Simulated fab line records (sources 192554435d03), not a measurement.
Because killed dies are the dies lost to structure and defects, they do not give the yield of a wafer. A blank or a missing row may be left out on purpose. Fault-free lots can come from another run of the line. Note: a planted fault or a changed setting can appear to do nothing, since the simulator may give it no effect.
fab line records	flow n5_finfet
record lots=7	wafers=21
route steps=1938 shown ZERO_LAYER@9 PMOS_HMC_CHANNEL_EPI@62 FIN_SAQP@100 FIN_CUT@173 DUMMY_GATE@224 HKMG_FIN@386
start_h: hours from the record's first day to the start of the lot's first wafer shown	wait_h: time in hours since the lot's previous step	" as in the row above	L1.1+2: a single row standing in for several wafers	- no value present, or no start provided	* or withheld: withheld	< > ~ a bound
route shown NAME@n: names a module that has steps shown in the file, with the first one's number in the route	usual: mean and standard deviation over wafers with no fault	same: alike in all rows	chamber/n: place in a boat	sites: each site's reading	_std_site: the values' standard deviation	_edge_site: inner sites' mean taken away from outer sites' mean	radius_mm: for every site, how far away it sits from the centre of the wafer	mask NAME#n: copy n	behind: the most recent tool/chamber to have shaped the wafer	hold: cause of the lot's hold/its duration in hours/its outcome	device: the transistor (n, p or np) that didn't switch	end of line: at the end of the route, the tests of the same wafers	step lacking rows: just its recipe	killed: at the first sort, the dies lost to defects and structure; wafer yield is something else	map: a wafer's dies, x killed, . not, _ none there
set.NAME: the setting as run; set.NAME@STEP: as run at that earlier step	model.NAME: the simulator's own value behind a step, which no gauge read
lots where settings were altered on purpose, with a table for each step and a row for each wafer
## steps
# step N5_ZERO_LAYER_EXPOSE_08
# recipe mask_id=ZERO	na=0.55	source_shape=conventional	sigma_outer=0.8	polarization=unpolarized	defocus_nm=0	target_cd_nm=2000	dose_mj=16.2
lot.wafer	tool	chamber	start_h	wait_h	mask	set.dose_mj
L076.2+3+4	krf_scanner-02	0	24.60	-	ZERO#0	16.2
L078.2+3+5	krf_scanner-01	0	36.48	-	ZERO#0	16.2
L080.1+2+3	krf_scanner-01	0	48.59	-	ZERO#0	16.2
L083.1+3+6	krf_scanner-01	0	66.61	-	ZERO#0	16.2
L084.2+4	krf_scanner-02	0	72.60	-	ZERO#0	16.72
L084.3	"	0	"	"	ZERO#0	16.2
L086.2+4+6	krf_scanner-01	0	84.47	-	ZERO#0	16.2
L097.3+6	krf_scanner-01	0	150.63	-	ZERO#0	17.17
L097.5	"	0	"	"	ZERO#0	16.2
# step N5_ZERO_LAYER_PEB_09
# recipe peb_temp_c=withheld	peb_time_s=*
# step N5_ZERO_LAYER_DEVELOP_10
# recipe develop_time_s=60	rinse_liquid=diw	dry=air_spin	dev_temp_c=21
# step N5_ZERO_LAYER_HARDBAKE_23
# recipe temp_c=130	time_s=120
# step N5_ZERO_LAYER_CD_MEAS_11
# recipe target_cd_nm=2000	landing_energy_ev=500	detector=se_inlens
# usual cd_nm=1999.2/1.6
lot.wafer	tool	chamber	start_h	wait_h	set.dose_mj@ZERO_LAYER_EXPOSE_08	cd_nm
L076.2	cd_sem-02	0	24.77	-	16.2	1998.9
L076.3	"	0	"	"	16.2	1997.4
L076.4	"	0	"	"	16.2	1997.6
L078.2	cd_sem-02	0	36.65	-	16.2	1996.9
L078.3	"	0	"	"	16.2	1998.8
L078.5	"	0	"	"	16.2	1995.9
L080.1	cd_sem-02	0	48.77	-	16.2	1999.7
L080.2	"	0	"	"	16.2	1999.1
L080.3	"	0	"	"	16.2	1997.8
L083.1	cd_sem-03	0	66.79	-	16.2	2000.8
L083.3	"	0	"	"	16.2	2000.0
L083.6	"	0	"	"	16.2	1999.4
L084.2	cd_sem-01	0	72.77	-	16.72	2008.3
L084.3	"	0	"	"	16.2	2001.9
L084.4	"	0	"	"	16.72	2007.3
L086.2	cd_sem-02	0	84.64	-	16.2	2000.3
L086.4	"	0	"	"	16.2	2000.8
L086.6	"	0	"	"	16.2	2001.8
L097.3	cd_sem-01	0	150.80	-	17.17	2009.0
L097.5	"	0	"	"	16.2	1996.4
L097.6	"	0	"	"	17.17	2008.3
# step N5_ZERO_LAYER_DESCUM_16
# recipe chemistry=O2	time_s=7.9	source_power_w=50	bias_power_w=20	pressure_mtorr=20	rf_frequency_hz=2.712e+07	temp_c=40	o2_flow_sccm=225
lot.wafer	tool	chamber	start_h	wait_h	set.time_s	set.dose_mj@ZERO_LAYER_EXPOSE_08	model.ZERO_LAYER.cd_nm
L076.2	rie_diel-06	1	24.81	0.0	7.9	16.2	1999
L076.3+4	"	2,0	"	"	7.9	16.2	1998
L078.2	rie_diel-03	1	36.69	0.0	7.9	16.2	1997
L078.3	"	2	"	"	7.9	16.2	1999
L078.5	"	2	"	"	7.9	16.2	1996
L080.1	rie_diel-06	3	48.80	0.0	9.282	16.2	2000
L080.2	"	2	"	"	7.9	16.2	1999
L080.3	"	1	"	"	9.282	16.2	1998
L083.1	rie_diel-06	0	66.83	0.0	7.9	16.2	2001
L083.3	"	1	"	"	7.9	16.2	-
L083.6	"	3	"	"	6.979	16.2	1999
L084.2	rie_diel-03	2	72.80	0.0	8.363	16.72	2008
L084.3	"	3	"	"	8.363	16.2	2002
L084.4	"	1	"	"	7.9	16.72	2007
L086.2	rie_diel-01	2	84.68	0.0	8.929	16.2	2000
L086.4	"	2	"	"	7.9	16.2	2001
L086.6	"	0	"	"	8.929	16.2	2002
L097.3	rie_diel-06	1	150.93	0.1	7.9	17.17	2009
L097.5	"	3	"	"	7.9	16.2	1997
L097.6	"	2	"	"	7.9	17.17	2008
# step N5_ZERO_LAYER_ETCH_17
# recipe chemistry=CF4	target=SiO2	target_depth_a=120	time_s=13.3	ion_energy_ev=350	pressure_mtorr=40	source_w=450	bias_w=215	Ar_flow_sccm=100	cf4_flow_sccm=100
lot.wafer	tool	chamber	start_h	wait_h	set.dose_mj@ZERO_LAYER_EXPOSE_08	model.ZERO_LAYER.cd_nm
L076.2	rie_diel-06	1	24.84	0.0	16.2	1999
L076.3	"	2	"	"	16.2	1998
L076.4	"	0	"	"	16.2	1997
L078.2	rie_diel-03	1	36.72	0.0	16.2	1997
L078.3	"	2	"	"	16.2	1999
L078.5	"	2	"	"	16.2	1996
L080.1	rie_diel-06	3	48.84	0.0	16.2	2000
L080.2	"	2	"	"	16.2	1999
L080.3	"	1	"	"	16.2	1998
L083.1	rie_diel-06	0	66.86	0.0	16.2	2001
L083.3	"	1	"	"	16.2	2000
L083.6	"	3	"	"	16.2	1999
L084.2	rie_diel-03	2	72.84	0.0	16.72	2008
L084.3	"	3	"	"	16.2	2002
L084.4	"	1	"	"	16.72	2007
L086.2	rie_diel-01	2	84.71	0.0	16.2	2000
L086.4	"	2	"	"	16.2	2001
L086.6	"	0	"	"	16.2	2002
L097.3	rie_diel-06	1	150.97	0.0	17.17	2009
L097.5	"	3	"	"	16.2	1996
L097.6	"	2	"	"	17.17	2008
# step N5_PMOS_HMC_CHANNEL_EPI_EXPOSE_06
# recipe mask_id=PMOS_HMC_BLK	na=1.35	source_shape=conventional	sigma_outer=0.8	polarization=unpolarized	target_cd_nm=240	dose_mj=41
lot.wafer	tool	chamber	start_h	wait_h	mask	set.dose_mj
L076.2+3+4	arfi_scanner-03	0	29.39	-	PMOS_HMC_BLK#0	41
L078.2+3+5	arfi_scanner-03	0	41.15	-	PMOS_HMC_BLK#0	41
L080.1+2+3	arfi_scanner-02	0	52.98	-	PMOS_HMC_BLK#0	41
L083.1+3+6	arfi_scanner-01	0	71.67	-	PMOS_HMC_BLK#0	40.06
L084.2+4	arfi_scanner-03	0	77.60	-	PMOS_HMC_BLK#0	41
L084.3	"	0	"	"	PMOS_HMC_BLK#0	42.47
L086.2+6	arfi_scanner-03	0	89.64	-	PMOS_HMC_BLK#0	42.95
L086.4	"	0	"	"	PMOS_HMC_BLK#0	41
L097.3	arfi_scanner-02	0	155.49	-	PMOS_HMC_BLK#0	41
L097.5+6	"	0	"	"	PMOS_HMC_BLK#0	39.9
# step N5_PMOS_HMC_CHANNEL_EPI_PEB_07
# recipe peb_temp_c=110	peb_time_s=60	resist=CAR-ArF-block
# step N5_PMOS_HMC_CHANNEL_EPI_DEVELOP_08
# recipe develop_time_s=30	developer=TMAH	resist=CAR-ArF-block	dev_temp_c=23	rinse_liquid=diw	dry=air_spin
# step N5_PMOS_HMC_CHANNEL_EPI_DESCUM_14
# recipe chemistry=O2	time_s=7.9	source_power_w=50	bias_power_w=20	pressure_mtorr=20	rf_frequency_hz=2.712e+07	temp_c=40	resist=CAR-ArF-block	o2_flow_sccm=225
lot.wafer	tool	chamber	start_h	wait_h	set.dose_mj@PMOS_HMC_CHANNEL_EPI_EXPOSE_06	model.PMOS_HMC_CHANNEL_EPI.cd_nm
L076.2	rie_diel-01	3	29.60	0.0	41	238.4
L076.3	"	0	"	"	41	239.3
L076.4	"	2	"	"	41	238.8
L078.2	rie_diel-03	3	41.41	0.1	41	236.7
L078.3	"	1	"	"	41	236.8
L078.5	"	1	"	"	41	237
L080.1+3	rie_diel-06	2,0	53.20	0.0	41	235.6
L080.2	"	3	"	"	41	236
L083.1	rie_diel-03	2	71.88	0.0	40.06	233.9
L083.3	"	3	"	"	40.06	233.1
L083.6	"	2	"	"	40.06	235.3
L084.2	rie_diel-03	1	77.81	0.0	41	236.1
L084.3	"	0	"	"	42.47	239.5
L084.4	"	3	"	"	41	236.7
L086.2	rie_diel-01	0	89.85	0.0	42.95	241.1
L086.4	"	0	"	"	41	237.9
L086.6	"	2	"	"	42.95	242
L097.3	rie_diel-03	2	155.69	0.0	41	238.4
L097.5	"	2	"	"	39.9	236
L097.6	"	3	"	"	39.9	234.6
# step N5_PMOS_HMC_CHANNEL_EPI_ETCH_32
# recipe chemistry=N2/H2	target=BARC	stop_on=SiO2	target_depth_a=858	over_etch_frac=0.3	time_s=50.3	ion_energy_ev=200	mask_material=CAR-ArF-block	pressure_mtorr=30	source_w=840	bias_w=150	n2_flow_sccm=200	h2_flow_sccm=200
# usual rf_vpp_V=523.8/2.4
lot.wafer	tool	chamber	start_h	wait_h	set.bias_w	set.dose_mj@PMOS_HMC_CHANNEL_EPI_EXPOSE_06	rf_vpp_V	model.PMOS_HMC_CHANNEL_EPI.cd_nm
L076.2	rie_diel-01	3	29.64	0.0	150	41	526.9	240.3
L076.3	"	0	"	"	129.6	41	477.1	240.6
L076.4	"	2	"	"	129.6	41	479.1	240.7
L078.2	rie_diel-03	3	41.45	0.0	150	41	522.7	239
L078.3	"	1	"	"	150	41	527.3	239.2
L078.5	"	1	"	"	150	41	527.5	239.4
L080.1	rie_diel-06	2	53.23	0.0	134.7	41	490.0	238.3
L080.2	"	3	"	"	150	41	519.8	238.7
L080.3	"	0	"	"	134.7	41	492.1	238.2
L083.1	rie_diel-03	2	71.92	0.0	150	40.06	525.9	236.5
L083.3	"	3	"	"	175.5	40.06	575.1	236
L083.6	"	2	"	"	150	40.06	524.8	237.9
L084.2	rie_diel-03	1	77.84	0.0	150	41	526.8	238.9
L084.3	"	0	"	"	150	42.47	524.3	242.8
L084.4	"	3	"	"	150	41	521.5	240.2
L086.2	rie_diel-01	0	89.88	0.0	150	42.95	521.3	243.2
L086.4	"	0	"	"	150	41	522.9	240.4
L086.6	"	2	"	"	150	42.95	526.0	244.8
L097.3	rie_diel-03	2	155.73	0.0	150	41	525.9	241.1
L097.5	"	2	"	"	150	39.9	525.2	239.3
L097.6	"	3	"	"	150	39.9	522.6	237.7
# step N5_PMOS_HMC_CHANNEL_EPI_HM_OPEN_15
# recipe chemistry=CHF3/O2	target=SiO2	mask_material=CAR-ArF-block	target_depth_a=406	CHF3_flow_sccm=50	O2_flow_sccm=5	Ar_flow_sccm=200	time_s=20.3	pressure_mtorr=30	source_w=650	bias_w=170	ion_energy_ev=200
# step N5_PMOS_HMC_CHANNEL_EPI_STRIP_33
# recipe chemistry=N2/H2	power_w=500	temp_c=40	pressure_mtorr=50	rf_frequency_hz=6e+07	overash_fraction=0.3	bias_power_w=8	h2_frac=0.5	n2_flow_sccm=300	h2_flow_sccm=300
# step N5_PMOS_HMC_CHANNEL_EPI_STRIP_17
# recipe chemistry=SPM	time_s=750	temp_c=130	h2so4_h2o2_vol_ratio=4	dry=ipa_marangoni
# step N5_PMOS_HMC_CHANNEL_EPI_ETCH_38
# recipe chemistry=CF4	target=SiO2	target_depth_a=15	ion_energy_ev=350	pressure_mtorr=10	icp_w=800	bias_w=400	cf4_flow_sccm=80
# step N5_PMOS_HMC_CHANNEL_EPI_FIN_RECESS_16
# recipe chemistry=HBr/Cl2	target=Si	mask_material=SiO2	target_depth_a=540	time_s=18	pressure_mtorr=10	icp_w=800	bias_w=75	HBr_flow_sccm=150	Cl2_flow_sccm=80
lot.wafer	tool	chamber	start_h	wait_h	set.dose_mj@PMOS_HMC_CHANNEL_EPI_EXPOSE_06	model.PMOS_HMC_CHANNEL_EPI.cd_nm
L076.2	rie_si-06	3	30.06	0.0	41	240.3
L076.3	"	2	"	"	41	240.7
L076.4	"	1	"	"	41	240.8
L078.2	rie_si-06	2	41.87	0.0	41	238.9
L078.3	"	0	"	"	41	239.1
L078.5	"	3	"	"	41	239.2
L080.1	rie_si-02	0	53.66	0.0	41	238.4
L080.2	"	1	"	"	41	238.8
L080.3	"	2	"	"	41	238.3
L083.1	rie_si-02	0	72.34	0.0	40.06	236.5
L083.3	"	2	"	"	40.06	236.1
L083.6	"	0	"	"	40.06	238.1
L084.2	rie_si-02	3	78.27	0.0	41	238.9
L084.3	"	0	"	"	42.47	242.8
L084.4	"	0	"	"	41	240.4
L086.2	rie_si-06	1	90.30	0.0	42.95	243.2
L086.4	"	3	"	"	41	240.4
L086.6	"	2	"	"	42.95	244.9
L097.3	rie_si-06	1	156.16	0.0	41	241.1
L097.5	"	2	"	"	39.9	239.3
L097.6	"	3	"	"	39.9	237.6
# step N5_FIN_SAQP_PECVD_06
# recipe material=a-Si	target_thk_a=600	temp_c=400	precursor=SiH4/He	pressure_torr=3	rf_w=100	time_s=48.1
lot.wafer	tool	chamber	start_h	wait_h	set.time_s	model.a-Si_of_FIN_SAQP_PECVD_06.thk_nm
L076.2	pecvd-03	1	33.32	0.0	48.1	58.46
L076.3	"	2	"	"	55.24	67.57
L076.4	"	0	"	"	48.1	59.65
L078.2	pecvd-03	1	45.54	0.0	48.1	59.3
L078.3	"	2	"	"	48.1	59.21
L078.5	"	0	"	"	48.1	60.4
L080.1	pecvd-03	2	57.56	0.0	48.1	59.29
L080.2	"	0	"	"	43.24	53.9
L080.3	"	1	"	"	43.24	53.72
L083.1	pecvd-01	0	75.86	0.0	48.1	60
L083.3	"	1	"	"	44.04	54.72
L083.6	"	2	"	"	48.1	61.19
L084.2	pecvd-04	0	81.79	0.0	48.1	60.29
L084.3	"	2	"	"	48.1	60.22
L084.4	"	2	"	"	48.1	61.44
L086.2	pecvd-04	2	95.71	0.0	48.1	60.4
L086.4	"	0	"	"	52.51	66.34
L086.6	"	2	"	"	52.51	66.91
L097.3	pecvd-04	2	160.20	0.0	45.58	58.17
L097.5	"	1	"	"	48.1	58.9
L097.6	"	2	"	"	45.58	58.01
# step N5_FIN_SAQP_THK_MEAS_07
# usual thk_nm=60.1/0.69
lot.wafer	tool	chamber	start_h	wait_h	set.time_s@FIN_SAQP_PECVD_06	thk_nm
L076.2	film_metro-02	-	33.41	0.1	48.1	58.4
L076.3	"	-	"	"	55.24	67.6
L076.4	"	-	"	"	48.1	59.7
L078.2	film_metro-02	-	45.63	0.1	48.1	59.4
L078.3	"	-	"	"	48.1	59.2
L078.5	"	-	"	"	48.1	60.4
L080.1	film_metro-01	-	57.65	0.1	48.1	59.3
L080.2	"	-	"	"	43.24	53.9
L080.3	"	-	"	"	43.24	53.7
L083.1	film_metro-02	-	75.95	0.1	48.1	59.9
L083.3	"	-	"	"	44.04	54.7
L083.6	"	-	"	"	48.1	61.2
L084.2	film_metro-02	-	81.88	0.1	48.1	60.3
L084.3	"	-	"	"	48.1	60.3
L084.4	"	-	"	"	48.1	61.5
L086.2	film_metro-02	-	95.80	0.1	48.1	60.4
L086.4	"	-	"	"	52.51	66.3
L086.6	"	-	"	"	52.51	66.9
L097.3	film_metro-02	-	160.29	0.1	45.58	58.1
L097.5	"	-	"	"	48.1	58.9
L097.6	"	-	"	"	45.58	58.0
# step N5_FIN_SAQP_COAT_49
# recipe resist=SOC	temp_c=250	time_s=60	spin_rpm=1500	resist_thk_nm=100
lot.wafer	tool	chamber	start_h	wait_h	set.time_s
L076.2+3	litho_track-01	0	33.55	0.1	65.99
L076.4	"	0	"	"	60
L078.2+3+5	litho_track-01	0	45.74	0.1	60
L080.1+2	litho_track-02	0	57.76	0.1	70.23
L080.3	"	0	"	"	60
L083.1	litho_track-04	0	76.07	0.1	68.98
L083.3+6	"	0	"	"	60
L084.2	litho_track-02	0	82.00	0.1	60
L084.3+4	"	0	"	"	49.08
L086.2+4+6	litho_track-04	0	95.92	0.1	60
L097.3+5+6	litho_track-02	0	160.41	0.1	60
# step N5_FIN_SAQP_COAT_50
# recipe resist=SiARC	temp_c=220	time_s=60	spin_rpm=1500	resist_thk_nm=35
# step N5_FIN_SAQP_COAT_10
# recipe resist=CAR-ArF	spin_rpm=1500	resist_thk_nm=90
# step N5_FIN_SAQP_HM_OPEN_73
# recipe chemistry=CHF3/O2	target=SiO2	stop_on=a-Si	target_depth_a=120	over_etch_frac=1.8	mask_material=SOC	time_s=16.8	pressure_mtorr=30	source_w=650	bias_w=170	Ar_flow_sccm=200	CHF3_flow_sccm=50	O2_flow_sccm=5	ion_energy_ev=200	ends=end_point
# step N5_FIN_SAQP_STRIP_74
# recipe chemistry=CHF3/O2	resist=SiARC	rf_frequency_hz=6e+07
# step N5_FIN_SAQP_MANDREL_ETCH_22
# recipe target_depth_a=600	chemistry=HBr/Cl2	target=a-Si	stop_on=SiNx	bt_time_s=10	over_etch_frac=0.5	time_s=30	pressure_mtorr=10	icp_w=800	bias_w=75	HBr_flow_sccm=150	Cl2_flow_sccm=80	ends=end_point
# usual oes_product_au=0.770/0.01
lot.wafer	tool	chamber	start_h	wait_h	set.time_s@FIN_SAQP_PECVD_06	oes_product_au	model.etch.depth_nm
L076.2	rie_si-03	3	34.30	0.0	48.1	0.764	58.46
L076.3	"	1	"	"	55.24	0.835	67.57
L076.4	"	0	"	"	48.1	0.764	59.65
L078.2	rie_si-03	2	46.71	0.0	48.1	0.762	59.3
L078.3	"	3	"	"	48.1	0.768	59.21
L078.5	"	0	"	"	48.1	0.770	60.39
L080.1	rie_si-03	2	58.39	0.0	48.1	0.764	59.25
L080.2	"	1	"	"	43.24	0.730	53.9
L080.3	"	0	"	"	43.24	0.720	53.68
L083.1	rie_si-03	3	77.09	0.0	48.1	0.776	60
L083.3	"	2	"	"	44.04	0.729	54.72
L083.6	"	2	"	"	48.1	0.783	61.18
L084.2	rie_si-03	1	82.62	0.0	48.1	0.775	60.29
L084.3	"	0	"	"	48.1	0.755	60.22
L084.4	"	3	"	"	48.1	0.780	61.44
L086.2	rie_si-05	3	96.74	0.0	48.1	0.753	60.4
L086.4	"	1	"	"	52.51	0.844	66.34
L086.6	"	3	"	"	52.51	0.799	66.91
L097.3	rie_si-03	3	161.33	0.0	45.58	0.755	58.13
L097.5	"	1	"	"	48.1	0.761	58.9
L097.6	"	2	"	"	45.58	0.753	57.97
# step N5_FIN_CUT_CUT_ETCH_26
# recipe chemistry=CH3F/O2	target=SiNx	target_depth_a=390	mask_material=SOC	time_s=55.7	pressure_mtorr=30	source_w=395	bias_w=73	Ar_flow_sccm=150	CH3F_flow_sccm=30	O2_flow_sccm=20	ion_energy_ev=120
# usual rf_vpp_V=296/3.3
lot.wafer	tool	chamber	start_h	wait_h	set.source_w	rf_vpp_V	model.etch.depth_nm
L076.2	rie_diel-06	3	39.01	0.0	395	293	38.47
L076.3	"	0	"	"	395	298	38.69
L076.4	"	2	"	"	395	297	39.24
L078.2	rie_diel-06	2	51.91	0.0	395	298	38.92
L078.3	"	3	"	"	395	294	38.54
L078.5	"	2	"	"	395	296	39.29
L080.1	rie_diel-03	2	63.63	0.0	349.3	312	38.05
L080.2	"	0	"	"	395	300	39.38
L080.3	"	1	"	"	349.3	319	37.21
L083.1	rie_diel-01	0	83.62	0.0	446.7	280	39.91
L083.3	"	1	"	"	395	294	38.65
L083.6	"	1	"	"	395	294	38.63
L084.2	rie_diel-01	2	87.77	0.0	416.7	292	39.57
L084.3	"	1	"	"	416.7	287	39.19
L084.4	"	2	"	"	395	299	38.72
L086.2	rie_diel-03	1	103.00	0.0	395	302	38.82
L086.4	"	0	"	"	395	301	39.18
L086.6	"	1	"	"	348.6	319	36.88
L097.3	rie_diel-01	0	166.37	0.0	395	294	39.19
L097.5	"	0	"	"	430.4	283	40.93
L097.6	"	3	"	"	395	293	39.5
# step N5_DUMMY_GATE_COAT_28
# recipe resist=underlayer	temp_c=205	time_s=60	spin_rpm=1500	resist_thk_nm=10
lot.wafer	tool	chamber	start_h	wait_h	set.spin_rpm	model.underlayer_of_DUMMY_GATE_COAT_28.thk_nm
L076.2+4	litho_track-05	0	-	-	1500	10
L076.3	"	0	"	"	1591	9.6
L078.2+5	litho_track-05	0	-	-	1500	10
L078.3	"	0	"	"	1500	9.8
L080.1+2	litho_track-04	0	-	-	1500	10
L080.3	"	0	"	"	1604	9.6
L083.1+3+6	litho_track-02	0	-	-	1644	9.6
L084.2	litho_track-05	0	-	-	1500	10
L084.3+4	"	0	"	"	1643	9.4
L086.2+4+6	litho_track-04	0	-	-	1500	10
L097.3+5	litho_track-04	0	-	-	1553	9.8
L097.6	"	0	"	"	1500	10
# step N5_HKMG_FIN_HK_ALD_01
# recipe material=HfO2	target_thk_a=16	temp_c=withheld	ald_precursor_family=HfCl4	ald_co_reactant=H2O	pulse_time_s=3	purge_time_s=3	co_reactant_purge_time_s=2.5	co_reactant_pulse_time_s=0.3	ald_cycles=30
lot.wafer	tool	chamber	start_h	wait_h	set.ald_cycles
L076.2+3	ald_hk-03	3,2	82.26	0.0	30
L076.4	"	0	"	"	31
L078.2+3+5	ald_hk-02	1,2,1	94.32	0.1	30
L080.1	ald_hk-03	0	106.43	0.0	30
L080.2+3	"	1,2	"	"	33
L083.1	ald_hk-01	3	129.66	0.0	30
L083.3+6	"	0	"	"	33
L084.2+3+4	ald_hk-01	0,2,1	132.17	0.0	30
L086.2+4+6	ald_hk-01	1,3,3	144.75	0.0	30
L097.3	ald_hk-02	3	214.20	0.0	30
L097.5+6	"	1,2	"	"	31
## key
split step=N5_ZERO_LAYER_EXPOSE_08	setting=dose_mj	stated=16.2	by=wafer
response step=N5_ZERO_LAYER_CD_MEAS_11	reading=cd_nm	change=+2	per=1%	r=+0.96
response step=N5_ZERO_LAYER_DESCUM_16	reading=model.ZERO_LAYER.cd_nm	change=+1.95	per=1%	r=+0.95
response step=N5_ZERO_LAYER_ETCH_17	reading=model.ZERO_LAYER.cd_nm	change=+1.97	per=1%	r=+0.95
split step=N5_ZERO_LAYER_DESCUM_16	setting=time_s	stated=7.9	by=wafer
response none clear
split step=N5_PMOS_HMC_CHANNEL_EPI_EXPOSE_06	setting=dose_mj	stated=41	by=wafer
response step=N5_PMOS_HMC_CHANNEL_EPI_DESCUM_14	reading=model.PMOS_HMC_CHANNEL_EPI.cd_nm	change=+0.858	per=1%	r=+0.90
response step=N5_PMOS_HMC_CHANNEL_EPI_ETCH_32	reading=model.PMOS_HMC_CHANNEL_EPI.cd_nm	change=+0.835	per=1%	r=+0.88
response step=N5_PMOS_HMC_CHANNEL_EPI_FIN_RECESS_16	reading=model.PMOS_HMC_CHANNEL_EPI.cd_nm	change=+0.841	per=1%	r=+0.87
split step=N5_PMOS_HMC_CHANNEL_EPI_ETCH_32	setting=bias_w	stated=150	by=wafer
response step=N5_PMOS_HMC_CHANNEL_EPI_ETCH_32	reading=rf_vpp_V	change=+3.12	per=1%	r=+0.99
split step=N5_FIN_SAQP_PECVD_06	setting=time_s	stated=48.1	by=wafer
response step=N5_FIN_SAQP_PECVD_06	reading=model.a-Si_of_FIN_SAQP_PECVD_06.thk_nm	change=+0.579	per=1%	r=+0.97
response step=N5_FIN_SAQP_THK_MEAS_07	reading=thk_nm	change=*	per=1%	r=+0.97
response step=N5_FIN_SAQP_MANDREL_ETCH_22	reading=oes_product_au	change=+0.00502	per=1%	r=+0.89
response step=N5_FIN_SAQP_MANDREL_ETCH_22	reading=model.etch.depth_nm	change=+0.579	per=1%	r=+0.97
split step=N5_FIN_SAQP_COAT_49	setting=time_s	stated=60	by=wafer
response none clear
split step=N5_FIN_CUT_CUT_ETCH_26	setting=source_w	stated=395	by=wafer
response step=N5_FIN_CUT_CUT_ETCH_26	reading=rf_vpp_V	change=-1.28	per=1%	r=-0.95
response step=N5_FIN_CUT_CUT_ETCH_26	reading=model.etch.depth_nm	change=+0.144	per=1%	r=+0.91
split step=N5_DUMMY_GATE_COAT_28	setting=spin_rpm	stated=1500	by=wafer
response step=N5_DUMMY_GATE_COAT_28	reading=model.underlayer_of_DUMMY_GATE_COAT_28.thk_nm	change=-0.0618	per=1%	r=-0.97
split step=N5_HKMG_FIN_HK_ALD_01	setting=ald_cycles	stated=30	by=wafer
response none in this file
